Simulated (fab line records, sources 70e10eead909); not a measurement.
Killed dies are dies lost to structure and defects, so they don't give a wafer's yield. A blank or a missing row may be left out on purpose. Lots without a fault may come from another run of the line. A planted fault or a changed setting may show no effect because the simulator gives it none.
fab line records | flow nand_harc
record lots=6 wafers=18 last_day=25
route steps=1159 shown A_BONDPAD@1074
lots that met no fault: from a run of the same line without faults
start_h: hours from the record's first day to the start of the lot's first wafer shown | wait_h: hours since the lot's step before | " the same as in the row above | L1.1+2: a row that stands for several wafers | - no value, or no start given | * or withheld: withheld | < > ~ a bound
route shown NAME@n: a module of which the file shows steps, and the number in the route of the first | usual: mean/standard deviation of fault-free wafers | same: alike in all rows | chamber/n: place in a boat | sites: the reading at each site | _std_site: their standard deviation | _edge_site: outer sites' mean less inner sites' | radius_mm: how far each site lies from the wafer's centre | mask NAME#n: copy n | behind: the tool/chamber that last shaped the wafer | hold: why the lot was held/for how many hours/how that ended | device: the transistor (n, p or np) that didn't switch | end of line: the same wafers' tests at the end of the route | a step without rows: its recipe alone | killed: dies lost to structure and defects at the first sort, not the wafer's yield | map: a wafer's dies, x killed, . not, _ none there
set.NAME: the setting as run; set.NAME@STEP: as run at that earlier step | model.NAME: the simulator's own value behind a step, which no gauge read
lots at some steps of the route; a table a step, a row a wafer
services: from which hour (start_h, from the record's first day; less than 0 if before it) a tool's chamber was out of use, for how many hours, and why
## steps
# step NHARC_A_BONDPAD_HARDBAKE_10
# recipe temp_c=118 time_s=65
# step NHARC_A_BONDPAD_DESCUM_11
# recipe time_s=3 o2_flow_sccm=200 ar_flow_sccm=0 bias_power_w=0 chemistry=O2
# usual drypump_motor_current_A=5.7/0.32 oes_product_au=1.006/0.012 rf_vpp_V=58.0/0.79 showerhead_plenum_p_Torr=1.96/0.069 throttle_valve_pct=11.311/0.0098
# columns lot.wafer tool chamber start_h wait_h drypump_motor_current_A oes_product_au rf_hours_counter_h rf_vpp_V showerhead_plenum_p_Torr throttle_valve_pct
L720.1 rie_diel-13 3 404.68 - 5.6 1.032 5 58.4 2.04 11.330
L720.5 " 3 " " 5.6 1.024 - 58.0 2.04 11.296
L720.6 " 0 " " 5.7 1.018 - 57.6 1.93 11.306
L722.1 rie_diel-13 0 413.88 - 5.7 1.016 5 59.1 1.93 11.308
L722.2 " 2 " " 5.5 0.997 5 58.5 1.95 11.307
L722.5 " 0 " " 5.7 1.018 - 56.0 1.93 11.317
L728.3 rie_diel-09 1 450.70 - 5.2 0.991 4 57.2 1.99 11.321
L728.2 " 3 " " 6.2 1.011 3 57.9 2.03 11.316
L728.5 " 1 " " 5.2 0.991 - 59.1 1.99 11.305
L739.2 rie_diel-13 1 532.68 - 6.2 1.015 3 57.7 1.98 11.313
L739.5 " 0 " " 5.7 1.029 - 58.6 1.93 11.316
L739.6 " 1 " " 6.2 1.003 - 57.0 1.98 11.318
L741.4 rie_diel-09 3 541.91 - 6.2 1.010 36 58.7 2.02 11.310
L741.3 " 0 " " 5.5 0.990 34 57.7 1.79 11.318
L741.6 " 2 " " 5.6 1.006 - 57.9 1.91 11.312
L742.4 rie_diel-09 0 561.05 - 5.6 0.984 39 58.9 1.78 11.312
L742.1 " 1 " " 5.2 0.993 41 58.1 1.98 11.321
L742.6 " 0 " " 5.5 0.978 - 57.6 1.78 11.307
# step NHARC_A_BONDPAD_ETCH_34
# recipe target_depth_a=600 overetch_a=180 time_s=65.91 ion_energy_ev=200 n2_flow_sccm=150 h2_flow_sccm=150 ar_flow_sccm=0 rf_w=400 bias_w=150 chemistry=N2/H2
# step NHARC_A_BONDPAD_ETCH_12
# recipe target_depth_a=2200 time_s=110 chf3_flow_sccm=50 o2_flow_sccm=10 ar_flow_sccm=200 rf_w=500 bias_w=200 chemistry=CHF3/O2
# step NHARC_A_BONDPAD_CD_MEAS_13
# usual cd_nm=499.9/2.1
# columns lot.wafer tool chamber start_h wait_h cd_nm
L720.1 cd_sem-01 - 405.04 - 500.7
L720.5 " - " " 495.4
L720.6 " - " " 500.2
L722.1 cd_sem-03 - 414.19 - 500.7
L722.2 " - " " 502.9
L722.5 " - " " 497.8
L728.2 cd_sem-02 - 451.01 - 499.5
L728.3 " - " " 499.0
L728.5 " - " " 499.6
L739.2 cd_sem-03 - 533.01 - 503.4
L739.5 " - " " 502.3
L739.6 " - " " 502.3
L741.3 cd_sem-02 - 542.23 - 497.4
L741.4 " - " " 496.5
L741.6 " - " " 496.3
L742.1 cd_sem-02 - 561.37 - 500.1
L742.4 " - " " 501.5
L742.6 " - " " 499.4
# step NHARC_A_BONDPAD_STRIP_15
# recipe o2_flow_sccm=500 ar_flow_sccm=0 bias_w=0 chemistry=O2
# usual drypump_motor_current_A=5.8/0.33 oes_product_au=1.005/0.011 rf_vpp_V=58.0/0.85 showerhead_plenum_p_Torr=3.62/0.1 throttle_valve_pct=17.035/0.0087
# same bias_w=0
# columns lot.wafer tool chamber start_h wait_h drypump_motor_current_A oes_product_au rf_hours_counter_h rf_vpp_V showerhead_plenum_p_Torr throttle_valve_pct
L720.1 rie_diel-13 3 405.13 0.1 5.7 1.019 5 59.3 3.75 17.040
L720.5 " 2 " " 5.5 1.002 - 57.6 3.60 17.027
L720.6 " 3 " " 5.6 1.024 - 59.0 3.75 17.034
L722.1 rie_diel-13 2 414.27 0.1 5.5 0.993 5 57.9 3.60 17.045
L722.2 " 0 " " 5.7 1.008 6 58.3 3.56 17.044
L722.5 " 2 " " 5.5 0.998 - 58.4 3.60 17.031
L728.3 rie_diel-13 2 451.08 0.1 5.5 1.007 6 56.7 3.60 17.029
L728.2 " 1 " " 6.2 1.007 6 55.8 3.65 17.040
L728.5 " 2 " " 5.5 0.998 - 58.1 3.60 17.039
L739.2 rie_diel-13 3 533.13 0.1 5.6 1.010 3 59.3 3.75 17.045
L739.6 " 0 " " 5.7 1.013 - 58.2 3.55 17.044
L739.5 " 1 " " 6.2 1.014 - 58.2 3.65 17.035
L741.3 rie_diel-10 3 542.30 0.1 5.5 0.996 0 57.5 3.54 17.026
L741.4 " 0 " " 5.7 1.002 0 58.1 3.73 17.037
L741.6 " 3 " " 5.5 0.995 - 57.8 3.54 17.047
L742.1 rie_diel-09 0 561.44 0.1 5.6 0.987 39 59.5 3.31 17.024
L742.4 " 3 " " 6.2 1.005 41 58.0 3.71 17.036
L742.6 " 0 " " 5.6 0.980 - 56.6 3.31 17.037
# step NHARC_A_BONDPAD_ETCH_24
# recipe target_depth_a=300 over_etch_frac=0.3 time_s=72.99 ion_energy_ev=150 cf4_flow_sccm=50 n2_flow_sccm=100 ar_flow_sccm=150 rf_w=300 bias_w=100 chemistry=CF4/N2
# usual bias_w=100.0/0.3 drypump_motor_current_A=5.8/0.33 oes_product_au=1.006/0.01 rf_fwd_power_W=297.6/1.1 rf_vpp_V=315.2/1.6 showerhead_plenum_p_Torr=2.69/0.08 throttle_valve_pct=19.795/0.0083
# columns lot.wafer tool chamber start_h wait_h bias_w drypump_motor_current_A oes_product_au rf_fwd_power_W rf_hours_counter_h rf_vpp_V showerhead_plenum_p_Torr throttle_valve_pct
L720.1 rie_diel-13 2 405.31 0.2 100.0 5.5 0.990 298.4 5 314.4 2.68 19.794
L720.5 " 3 " " 100.2 5.6 1.016 298.7 - 315.7 2.80 19.784
L720.6 " 2 " " 100.1 5.5 0.996 299.1 - 314.6 2.68 19.788
L722.1 rie_diel-13 0 - - 99.8 5.7 1.018 299.6 6 314.8 2.65 19.792
L722.2 " 2 " " 100.0 5.5 1.000 297.6 5 313.3 2.68 19.805
L722.5 " 0 " " 99.5 5.7 1.008 299.1 - 313.8 2.65 19.787
L728.3 rie_diel-13 1 - - 100.2 6.2 1.013 298.9 6 316.9 2.72 19.787
L728.2 " 2 " " 99.6 5.5 1.009 297.3 6 316.6 2.68 19.805
L728.5 " 2 " " 99.4 5.5 1.002 297.8 - 314.5 2.68 19.812
L739.2 rie_diel-13 3 - - 100.1 5.7 1.006 297.4 3 317.2 2.79 19.794
L739.5 " 1 " " 100.0 6.2 1.017 296.6 - 315.0 2.72 19.800
L739.6 " 2 " " 100.2 5.5 1.004 297.6 - 314.6 2.68 19.810
L741.4 rie_diel-10 3 - - 100.6 5.5 0.979 297.5 0 313.9 2.63 19.799
L741.3 " 0 " " 100.5 5.7 0.994 297.4 0 316.1 2.78 19.786
L741.6 " 3 " " 101.0 5.5 0.994 297.1 - 315.8 2.63 19.802
L742.4 rie_diel-09 0 - - 99.8 5.5 0.992 299.9 39 311.1 2.46 19.797
L742.1 " 2 " " 100.3 5.6 1.001 296.9 42 313.6 2.62 19.785
L742.6 " 0 " " 99.6 5.5 0.988 298.5 - 311.1 2.46 19.794
# step NHARC_A_BONDPAD_STRIP_16
# recipe time_s=600 temp_c=30 chemistry=post_etch_residue_remover
# step NHARC_A_BONDPAD_DEGAS_25
# recipe temp_c=300 time_s=60
# step NHARC_A_BONDPAD_PRE_CLEAN_26
# recipe time_s=30 temp_c=280 gas=H2/He
# step NHARC_A_BONDPAD_PVD_17
# recipe target_thk_a=50 bias_v=168.6 power_w=15000 chamber_pressure_pa=0.12 time_s=8.06 substrate_temp_c=50 material=TaN
# step NHARC_A_BONDPAD_PVD_27
# recipe target_thk_a=300 chamber_pressure_pa=5 power_w=5000 substrate_temp_c=30 time_s=20.49 material=Cu
# usual throttle_valve_pct=30.2/0.97
# columns lot.wafer tool chamber start_h wait_h throttle_valve_pct
L720.1 pvd_sputter-01 - - - 30.1
L720.5 " - " " 30.3
L720.6 " - " " 29.9
L722.2 pvd_sputter-03 - - - 29.9
L722.1 " - " " 31.8
L722.5 " - " " 31.6
L728.2 pvd_sputter-03 - - - 30.0
L728.3 " - " " 30.5
L728.5 " - " " 29.9
L739.2 pvd_sputter-03 - - - 30.1
L739.6 " - " " 31.1
L739.5 " - " " 31.1
L741.4 pvd_sputter-01 - - - 30.9
L741.3 " - " " 30.3
L741.6 " - " " 29.8
L742.1 pvd_sputter-01 - - - 30.4
L742.4 " - " " 29.7
L742.6 " - " " 30.2
# step NHARC_A_BONDPAD_ECD_18
# recipe target_thk_a=4000 bath_temp_c=25 material=Cu
# usual bath_heat_duty_pct=6.4/0.85 bath_temp_c=24.99/0.11
# columns lot.wafer tool chamber start_h wait_h bath_heat_duty_pct bath_temp_c
L720.1 ecd_cu-02 1 406.06 - 7.0 25.01
L720.5 " 1 " " 7.2 24.74
L720.6 " 0 " " 5.4 24.90
L722.2 ecd_cu-01 1 415.20 - 7.8 24.82
L722.1 " 0 " " 5.9 24.87
L722.5 " 1 " " 7.0 24.89
L728.2 ecd_cu-02 0 452.05 - 6.0 24.91
L728.3 " 1 " " 7.5 25.05
L728.5 " 0 " " 5.6 25.00
L739.2 ecd_cu-01 0 534.29 - - -
L739.6 " 0 " " - -
L739.5 " 1 " " - -
L741.3 ecd_cu-01 0 543.35 - - -
L741.4 " 1 " " - -
L741.6 " 1 " " - -
L742.1 ecd_cu-02 1 562.40 - 7.6 25.16
L742.4 " 0 " " 5.0 24.97
L742.6 " 0 " " 5.4 24.98
# step NHARC_A_BONDPAD_ANNEAL_28
# recipe temp_c=225 time_s=90
# usual wafer_temp_C_max=226.4/0.46
# columns lot.wafer tool chamber start_h wait_h wafer_temp_C_max
L720.1 rtp_anneal-02 0 406.44 - 226.2
L720.5 " 0 " " 226.0
L720.6 " 0 " " 225.9
L722.1 rtp_anneal-01 0 415.64 0.3 226.2
L722.2 " 0 " " 226.1
L722.5 " 0 " " 227.1
L728.2 rtp_anneal-02 0 452.50 - 226.1
L728.3 " 0 " " 225.7
L728.5 " 0 " " 225.9
L739.2 rtp_anneal-01 0 534.72 0.4 226.7
L739.5 " 0 " " 226.0
L739.6 " 0 " " 226.4
L741.3 rtp_anneal-01 0 543.73 0.3 227.1
L741.4 " 0 " " 226.4
L741.6 " 0 " " 227.0
L742.1 rtp_anneal-02 0 562.90 - 225.9
L742.4 " 0 " " 226.0
L742.6 " 0 " " 225.9
# step NHARC_A_BONDPAD_CMP_19
# recipe t_overpolish_s=30 cu_recess_touch_s=16 target_thk_nm=169.8
# step NHARC_A_BONDPAD_THK_MEAS_20
# recipe thk_meas_gauge=xrf
# usual thk_nm=169.6/1.6
# columns lot.wafer tool chamber start_h wait_h thk_nm
L720.1 film_metro-01 - 407.11 - 170.9
L720.5 " - " " 169.8
L720.6 " - " " 169.3
L722.1 film_metro-01 - 416.30 - 167.1
L722.2 " - " " 165.5
L722.5 " - " " 165.8
L728.2 film_metro-01 - 453.12 - 170.7
L728.3 " - " " 168.2
L728.5 " - " " 169.3
L739.2 film_metro-01 - 535.33 - 30.4
L739.5 " - " " 29.6
L739.6 " - " " 31.0
L741.3 film_metro-02 - 544.30 - 28.1
L741.4 " - " " 30.1
L741.6 " - " " 29.5
L742.1 film_metro-01 - 563.56 - 171.3
L742.4 " - " " 169.8
L742.6 " - " " 170.2
# step NHARC_A_BONDPAD_SRD_21
# recipe time_s=30 temp_c=23 dry_time_s=20 spin_rpm=1500
## services
# columns tool chamber start_h hours kind
rie_diel-13 0 383.00 - clean
rie_diel-13 1 383.00 - clean
rie_diel-09 2 401.69 12.6 repair
rie_diel-13 1 403.71 2.0 repair
ecd_cu-01 - 411.72 2.3 repair
ecd_cu-02 - 427.95 2.6 repair
rie_diel-09 2 428.25 14.1 repair
rie_diel-09 - 431.26 9.0 pm
ecd_cu-01 - 448.00 8.0 pm
rie_diel-13 - 453.00 9.0 pm
rie_diel-09 3 453.44 1.9 repair
rie_diel-09 - 461.79 0.3 repair
rie_diel-10 2 462.02 18.7 repair
pvd_sputter-01 - 464.32 6.8 repair
pvd_sputter-03 - 469.78 10.0 pm
pvd_sputter-03 - 492.24 10.0 repair
rie_diel-13 0 498.31 4.2 repair
pvd_sputter-03 - 508.54 2.2 repair
pvd_sputter-01 - 514.00 10.0 pm
rie_diel-10 - 530.58 9.0 pm
ecd_cu-02 - 532.05 8.0 pm
pvd_sputter-03 - 535.15 3.3 repair
rie_diel-10 - 541.71 0.2 repair
rie_diel-10 0 562.55 9.2 repair
## key
first_sign step=NHARC_A_BONDPAD_ECD_18 reading=tool_record direction=missing
effect step=NHARC_A_BONDPAD_THK_MEAS_20 reading=thk_nm direction=down sigmas=85 usual=169.6 struck=29.8
met_at NHARC_A_BONDPAD_ECD_18
struck_wafers L739.2,L739.5,L739.6,L741.3,L741.4,L741.6
later_rows_left_out L739.2,L739.5,L739.6,L741.3,L741.4,L741.6
sort_left_out L739.2,L739.5,L739.6,L741.3,L741.4,L741.6
onset_between 415.20 534.29
fault kind=skipped_step_whole tool=ecd_cu-01 chamber=- onset_h=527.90 steps=NHARC_A_BONDPAD_ECD_18 scope=struck_lots_only
# sort_left_out: the simulated sort isn't trusted on such a fault, so these wafers' sort isn't shown, and their yield isn't known
# later_rows_left_out: the simulator's readings of these wafers behind a module that went badly wrong aren't trusted and aren't shown, but for the sort
